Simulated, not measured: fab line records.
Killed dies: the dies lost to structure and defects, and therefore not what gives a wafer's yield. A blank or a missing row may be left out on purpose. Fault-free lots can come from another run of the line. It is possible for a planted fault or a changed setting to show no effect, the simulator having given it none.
Matching of chambers | flow n5-finfet | rie-diel-05 running N5_BEOL_M0_SAQP_ETCH_84: 4 sister chambers
The step etches SOC in N2/H2, target depth 100 nm, overetch 20 nm, time 150 s. 4 wafers are shown with their chamber, then 8 later ones without.

== WAFERS, EACH WITH ITS CHAMBER ==
wafer  | chamber | throttle-valve-pct (%)
L080.1 | 2       | 17.65
L080.6 | 3       | 18.12
L082.2 | 0       | 18.08
L088.1 | 1       | 17.76

== WAFERS WHOSE CHAMBER IS MISSING ==
wafer  | throttle-valve-pct (%)
L088.2 | 18.15
L088.3 | 17.66
L088.4 | 18.11
L088.5 | 17.77
L088.6 | 17.67
L092.1 | 17.78
L092.3 | 17.66
L092.4 | 18.12

== CHAMBER TAKEN BY EACH ==
wafer  | from the rows above     | in truth
L088.2 | 3                       | 3
L088.3 | 2                       | 2
L088.4 | can't be placed: 3 or 0 | 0
L088.5 | 1                       | 1
L088.6 | 2                       | 2
L092.1 | 1                       | 1
L092.3 | 2                       | 2
L092.4 | 3                       | 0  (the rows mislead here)
Placed correctly: 6 of 8. Not placeable from these rows: 1 (in 1, the candidates include the true chamber). Placed wrongly: 1.
How it was worked out, from the rows above alone: a wafer's distance from a chamber is the root of the sum, over the readings, of the square of ((its reading less the chamber's mean) divided by the reading's scatter). If the next closest chamber is less than 2 further off than the closest, the wafer can't be placed; otherwise it belongs to the closest. Each chamber's mean is taken over the wafers shown for it. The scatter: with one shown wafer a chamber, the root of the mean of the squares of how far each hidden wafer lies from its nearest shown one.
